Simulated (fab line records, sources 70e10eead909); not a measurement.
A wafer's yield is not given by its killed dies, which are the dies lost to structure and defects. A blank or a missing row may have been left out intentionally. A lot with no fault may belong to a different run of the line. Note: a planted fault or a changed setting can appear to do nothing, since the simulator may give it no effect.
fab line records ; flow nand_harc ; part 2 of 2: steps 5 to 6 of 6
record: lots: 21; wafers: 63; last_day: 33
route steps=1302 shown A_STAIRCASE@670
lots untouched by any fault: they come from a run of this same line in which no faults occurred
start_h: start of the lot's first displayed wafer, in hours after the record's first day ; wait_h: hours from the lot's prior step to this one ; " as in the row above ; L1.1+2: one row covering several wafers at once ; - no value present, or no start provided ; * or withheld: withheld ; < > ~ a bound
route shown NAME@n: names a module that has steps shown in the file, with the first one's number in the route ; usual: mean/standard deviation taken from wafers without a fault ; same: alike in all rows ; chamber/n: place in a boat ; sites: per-site readings ; _std_site: their standard deviation ; _edge_site: outer sites' mean less inner sites' ; radius_mm: how far each site lies from the wafer's centre ; mask NAME#n: copy n ; behind: the most recent tool/chamber to have shaped the wafer ; hold: why the lot went on hold/how many hours it stayed there/how the hold came to an end ; device: the transistor (n, p or np) that didn't switch ; end of line: tests run on the same wafers once the route is complete ; a step with no rows: only its recipe ; killed: dies that structure and defects cost at the first sort, which is not the same as the wafer's yield ; map: shows each die of a wafer: x if killed, . if not, _ if none is there
set.NAME: the setting as run; set.NAME@STEP: as run at that earlier step ; model.NAME: the simulator's own value behind a step, which no gauge read
route steps across a sampled set of lots; one table per step, one row per wafer
services: the hour from which a tool's chamber was out of use, counted from the record's first day as start_h (under 0 if before that day), plus the number of hours and why
== steps ==
step: NHARC_A_STAIRCASE_TRIM_196
recipe: time_s: 211.2; o2_flow_sccm: 500; ar_flow_sccm: 0; bias_w: 0; chemistry: O2
usual: drypump_motor_current_A: 5.8/0.61; oes_product_au: 1.003/0.008; rf_vpp_V: 57.7/0.84; showerhead_plenum_p_Torr: 3.47/0.17; throttle_valve_pct: 17.035/0.01
lot.wafer;tool;chamber;start_h;wait_h;drypump_motor_current_A;oes_product_au;rf_hours_counter_h;rf_vpp_V;showerhead_plenum_p_Torr;throttle_valve_pct
L074.2;rie_diel-07;0;364.13;0.1;6.4;0.992;17;58.6;3.31;17.035
L074.4;rie_diel-07;1;364.13;0.1;5.4;0.998;20;57.7;3.63;17.033
L074.6;rie_diel-07;1;364.13;0.1;5.4;0.994;-;59.2;3.63;17.025
L075.1;rie_diel-07;0;370.79;0.1;6.5;1.009;22;57.8;3.31;17.052
L075.5;rie_diel-07;1;370.79;0.1;5.4;0.994;-;57.1;3.63;17.025
L075.6;rie_diel-07;2;370.79;0.1;6.2;0.994;-;57.6;3.30;17.032
L077.3;rie_diel-07;2;390.79;0.1;6.2;1.001;30;59.5;3.30;17.031
L077.4;rie_diel-07;0;390.79;0.1;6.4;1.005;29;58.0;3.31;17.030
L077.2;rie_diel-07;1;390.79;0.1;5.4;0.999;30;58.3;3.62;17.030
L078.2;rie_diel-07;1;408.10;0.1;5.4;1.000;35;59.1;3.62;17.039
L078.1;rie_diel-07;0;408.10;0.1;6.4;0.998;34;56.5;3.30;17.032
L078.6;rie_diel-07;1;408.10;0.1;5.4;0.998;-;58.2;3.62;17.050
L079.1;rie_diel-04;0;411.86;0.1;5.4;1.000;13;57.6;3.30;17.029
L079.2;rie_diel-04;1;411.86;0.1;4.9;1.001;14;57.4;3.40;17.033
L079.6;rie_diel-04;0;411.86;0.1;5.4;0.998;-;57.8;3.30;17.036
L080.4;rie_diel-06;2;412.28;0.1;6.3;1.004;28;59.3;3.62;17.045
L080.1;rie_diel-06;0;412.28;0.1;4.8;1.001;30;57.1;3.36;17.045
L080.2;rie_diel-06;1;412.28;0.1;5.9;1.007;26;57.9;3.79;17.019
L082.4;rie_diel-06;3;441.00;0.1;6.7;1.009;38;57.3;3.43;17.044
L082.1;rie_diel-06;1;441.00;0.1;5.9;1.019;32;58.6;3.79;17.041
L082.5;rie_diel-06;3;441.00;0.1;6.7;1.015;-;57.8;3.44;17.028
L085.4;rie_diel-07;0;463.63;0.1;6.4;0.987;53;57.9;3.29;17.026
L085.1;rie_diel-07;3;463.63;0.1;5.9;0.992;47;57.9;3.36;17.032
L085.6;rie_diel-07;0;463.63;0.1;6.4;0.986;-;57.6;3.30;17.035
L084.1;rie_diel-04;0;463.64;0.1;5.4;0.992;28;57.8;3.29;17.025
L084.2;rie_diel-04;1;463.64;0.1;4.9;0.997;31;58.2;3.40;17.021
L084.6;rie_diel-04;3;463.64;0.1;5.4;0.997;-;58.2;3.45;17.034
L083.2;rie_diel-06;1;466.90;0.1;6.0;1.004;42;58.8;3.78;17.038
L083.3;rie_diel-06;2;466.90;0.1;6.3;1.010;44;57.7;3.61;17.024
L083.4;rie_diel-06;3;466.90;0.1;6.7;1.011;47;56.7;3.43;17.045
L086.2;rie_diel-06;2;468.71;0.1;6.4;1.000;45;57.4;3.61;17.033
L086.4;rie_diel-06;3;468.71;0.1;6.7;1.016;48;57.9;3.43;17.025
L086.6;rie_diel-06;0;468.71;0.1;4.8;1.015;-;56.4;3.35;17.022
L087.2;rie_diel-07;3;492.20;0.1;5.8;0.981;8;58.5;3.36;17.026
L087.3;rie_diel-07;0;492.20;0.1;6.5;1.003;5;58.1;3.29;17.051
L087.1;rie_diel-07;1;492.20;0.1;5.4;0.994;5;57.8;3.61;17.051
L089.3;rie_diel-04;1;502.61;0.1;4.8;1.008;46;58.2;3.39;17.050
L089.4;rie_diel-04;2;502.61;0.1;6.1;1.000;-;57.8;3.34;17.025
L089.6;rie_diel-04;0;502.61;0.1;5.4;1.007;-;57.6;3.28;17.038
L088.4;rie_diel-07;2;509.74;0.1;6.2;0.994;11;58.6;3.80;17.034
L088.5;rie_diel-07;3;509.74;0.1;5.9;1.003;-;56.8;3.35;17.031
L088.6;rie_diel-07;0;509.74;0.1;6.5;0.995;-;58.2;3.29;17.041
L090.2;rie_diel-04;1;521.23;0.1;4.9;1.003;53;57.3;3.38;17.042
L090.3;rie_diel-04;2;521.23;0.1;6.1;1.018;53;57.7;3.34;17.048
L090.6;rie_diel-04;1;521.23;0.1;4.9;1.009;-;58.3;3.38;17.058
L091.4;rie_diel-06;2;533.29;0.2;6.3;1.008;16;58.0;3.60;17.046
L091.1;rie_diel-06;0;533.29;0.2;4.8;1.008;17;58.5;3.33;17.036
L091.5;rie_diel-06;2;533.29;0.2;6.3;1.010;-;57.4;3.60;17.022
L092.3;rie_diel-06;3;534.29;0.2;6.7;1.019;4;57.6;3.42;17.018
L092.2;rie_diel-06;0;534.29;0.2;4.9;1.005;18;56.2;3.33;17.038
L092.4;rie_diel-06;2;534.29;0.2;6.3;1.011;16;57.4;3.60;17.029
L093.2;rie_diel-06;0;547.92;0.1;4.8;1.002;23;56.5;3.33;17.039
L093.4;rie_diel-06;3;547.92;0.1;6.7;1.002;9;57.8;3.42;17.053
L093.6;rie_diel-06;1;547.92;0.1;5.9;0.995;-;59.0;3.77;17.032
L095.1;rie_diel-04;2;562.52;0.1;6.0;0.993;2;57.3;3.34;17.038
L095.4;rie_diel-04;0;562.52;0.1;5.4;0.999;2;58.4;3.81;17.045
L095.6;rie_diel-04;3;562.52;0.1;5.4;0.992;-;57.0;3.44;17.035
L096.1;rie_diel-06;0;578.38;0.1;4.8;1.007;28;58.1;3.33;17.038
L096.6;rie_diel-06;1;578.38;0.1;5.9;1.006;-;57.3;3.76;17.057
L096.5;rie_diel-06;2;578.38;0.1;6.3;1.006;-;57.6;3.59;17.045
L097.4;rie_diel-07;2;588.26;0.1;6.2;0.987;46;58.5;3.78;17.024
L097.2;rie_diel-07;3;588.26;0.1;5.8;1.010;40;57.4;3.34;17.036
L097.6;rie_diel-07;1;588.26;0.1;5.4;1.003;-;56.3;3.59;17.026
step: NHARC_A_STAIRCASE_TRIM_220
recipe: time_s: 211.2; o2_flow_sccm: 500; ar_flow_sccm: 0; bias_w: 0; chemistry: O2
usual: drypump_motor_current_A: 5.8/0.57; oes_product_au: 1.001/0.0065; rf_vpp_V: 57.6/0.95; showerhead_plenum_p_Torr: 3.45/0.17; throttle_valve_pct: 17.036/0.0081
lot.wafer;tool;chamber;start_h;wait_h;drypump_motor_current_A;oes_product_au;rf_hours_counter_h;rf_vpp_V;showerhead_plenum_p_Torr;throttle_valve_pct
L074.2;rie_diel-06;0;366.68;0.1;4.8;1.001;16;56.5;3.36;17.027
L074.4;rie_diel-06;3;366.68;0.1;6.7;1.001;16;58.7;3.45;17.037
L074.6;rie_diel-06;1;366.68;0.1;5.9;1.001;-;58.3;3.80;17.034
L075.1;rie_diel-06;0;373.59;0.1;4.8;1.001;20;57.2;3.36;17.046
L075.6;rie_diel-06;2;373.59;0.1;6.3;1.007;-;57.6;3.63;17.052
L075.5;rie_diel-06;3;373.59;0.1;6.7;1.011;-;56.3;3.44;17.039
L077.2;rie_diel-04;2;393.35;0.1;6.0;1.005;4;57.0;3.37;17.026
L077.3;rie_diel-04;1;393.35;0.1;4.9;0.996;4;56.0;3.41;17.038
L077.4;rie_diel-04;2;393.35;0.1;6.0;1.003;-;59.2;3.36;17.036
L078.2;rie_diel-07;0;410.98;0.2;6.5;1.011;35;56.9;3.30;17.029
L078.1;rie_diel-07;1;410.98;0.2;5.4;0.988;36;57.2;3.62;17.033
L078.6;rie_diel-07;3;410.98;0.2;5.9;0.999;-;58.1;3.37;17.038
L079.1;rie_diel-07;0;414.95;0.1;6.5;0.996;36;57.6;3.30;17.036
L079.2;rie_diel-07;1;414.95;0.1;5.4;0.998;37;57.1;3.62;17.038
L079.6;rie_diel-07;1;414.95;0.1;5.4;1.002;-;57.6;3.62;17.055
L080.1;rie_diel-07;3;415.29;0.1;5.9;0.994;35;56.1;3.37;17.038
L080.2;rie_diel-07;0;415.29;0.1;6.5;0.990;37;55.9;3.30;17.029
L080.4;rie_diel-07;1;415.29;0.1;5.4;0.993;37;59.1;3.62;17.027
L082.1;rie_diel-04;0;444.73;0.1;5.4;1.004;24;57.3;3.29;17.040
L082.4;rie_diel-04;1;444.73;0.1;4.9;1.006;27;57.1;3.40;17.046
L082.5;rie_diel-04;0;444.73;0.1;5.4;0.995;-;57.7;3.29;17.034
L085.1;rie_diel-07;2;466.20;0.1;6.2;0.993;57;56.7;3.28;17.031
L085.4;rie_diel-07;3;466.20;0.1;5.9;0.988;48;56.2;3.36;17.037
L085.6;rie_diel-07;0;466.20;0.1;6.5;0.991;-;58.2;3.29;17.024
L084.2;rie_diel-04;0;466.41;0.1;5.4;1.001;29;56.0;3.29;17.042
L084.1;rie_diel-04;1;466.41;0.1;4.9;1.003;32;58.9;3.39;17.039
L084.6;rie_diel-04;3;466.41;0.1;5.4;0.994;-;57.7;3.45;17.040
L083.2;rie_diel-07;1;469.67;0.1;5.4;0.994;57;58.3;3.61;17.035
L083.3;rie_diel-07;3;469.67;0.1;5.9;0.994;50;58.5;3.36;17.039
L083.4;rie_diel-07;0;469.67;0.1;6.4;1.005;55;57.4;3.29;17.024
L086.2;rie_diel-04;3;471.19;0.1;5.4;1.007;15;58.4;3.45;17.040
L086.4;rie_diel-04;1;471.19;0.1;4.8;1.005;34;57.2;3.39;17.034
L086.6;rie_diel-04;3;471.19;0.1;5.4;1.002;-;58.6;3.45;17.040
L087.3;rie_diel-06;1;494.74;0.1;6.0;1.004;0;58.0;3.78;17.014
L087.1;rie_diel-06;2;494.74;0.1;6.3;1.000;0;57.4;3.61;17.045
L087.2;rie_diel-06;3;494.74;0.1;6.7;1.010;0;57.6;3.43;17.037
L089.3;rie_diel-04;0;505.65;0.1;5.4;1.005;44;58.5;3.28;17.040
L089.4;rie_diel-04;1;505.65;0.1;4.9;1.007;-;57.9;3.39;17.029
L089.6;rie_diel-04;0;505.65;0.1;5.4;1.007;-;57.5;3.28;17.032
L088.4;rie_diel-07;2;512.25;0.1;6.2;0.993;11;58.2;3.80;17.022
L088.6;rie_diel-07;3;512.25;0.1;5.8;0.998;-;57.1;3.35;17.046
L088.5;rie_diel-07;0;512.25;0.1;6.5;1.002;-;56.9;3.29;17.032
L090.2;rie_diel-07;1;526.71;0.1;5.4;1.003;15;58.0;3.60;17.036
L090.3;rie_diel-07;2;526.71;0.1;6.2;1.009;18;60.0;3.80;17.049
L090.6;rie_diel-07;0;526.71;0.1;6.4;1.009;-;56.7;3.29;17.032
L091.1;rie_diel-07;1;536.56;0.1;5.4;1.002;22;56.9;3.60;17.041
L091.4;rie_diel-07;3;536.56;0.1;5.9;1.003;24;56.7;3.35;17.030
L091.5;rie_diel-07;1;536.56;0.1;5.4;0.993;-;59.0;3.60;17.034
L092.4;rie_diel-07;2;537.24;0.1;6.2;1.000;27;58.5;3.79;17.038
L092.2;rie_diel-07;0;537.24;0.1;6.5;1.004;19;56.6;3.28;17.049
L092.3;rie_diel-07;1;537.24;0.1;5.3;1.000;22;58.7;3.60;17.038
L093.2;rie_diel-06;0;550.63;0.1;4.8;1.007;23;55.9;3.33;17.048
L093.4;rie_diel-06;1;550.63;0.1;6.0;0.997;23;57.0;3.77;17.041
L093.6;rie_diel-06;2;550.63;0.1;6.3;1.005;-;57.7;3.60;17.059
L095.4;rie_diel-06;3;565.36;0.1;6.7;0.990;13;57.2;3.42;17.040
L095.1;rie_diel-06;2;565.36;0.1;6.3;1.004;25;58.6;3.60;17.037
L095.6;rie_diel-06;3;565.36;0.1;6.7;1.000;-;57.8;3.42;17.058
L096.1;rie_diel-07;1;581.04;0.1;5.4;0.998;36;58.1;3.59;17.022
L096.5;rie_diel-07;2;581.04;0.1;6.2;1.001;-;58.0;3.78;17.043
L096.6;rie_diel-07;3;581.04;0.1;5.9;1.011;-;57.3;3.34;17.035
L097.2;rie_diel-07;1;591.21;0.2;5.4;1.001;39;58.8;3.59;17.036
L097.4;rie_diel-07;2;591.21;0.2;6.2;0.997;46;57.6;3.78;17.039
L097.6;rie_diel-07;0;591.21;0.2;6.5;1.003;-;57.2;3.28;17.037
== services ==
tool;chamber;start_h;hours;kind
rie_diel-06;0;340.71;-;clean
plasma_asher-01;-;342.19;9.0;pm
rie_diel-06;-;342.90;1.0;repair
rie_diel-04;-;363.75;2.0;repair
rie_diel-04;0;365.95;16.7;repair
rie_diel-04;-;367.82;9.0;pm
rie_diel-04;3;379.42;41.8;repair
rie_diel-07;3;432.66;18.4;repair
rie_diel-04;3;441.69;2.4;repair
rie_diel-06;-;460.05;0.5;repair
rie_diel-07;-;471.23;9.0;pm
rie_diel-04;3;479.76;23.6;repair
rie_diel-06;-;484.22;9.0;pm
plasma_asher-02;-;484.93;9.0;pm
rie_diel-04;2;502.68;5.3;repair
plasma_asher-02;-;507.62;0.4;repair
rie_diel-06;3;510.42;22.2;repair
plasma_asher-02;-;518.13;6.5;repair
plasma_asher-01;-;519.36;9.0;pm
rie_diel-04;2;528.93;13.7;repair
rie_diel-04;-;544.82;9.0;pm
plasma_asher-01;-;567.66;0.6;repair
rie_diel-07;3;569.64;11.1;repair
plasma_asher-01;-;584.59;10.2;repair
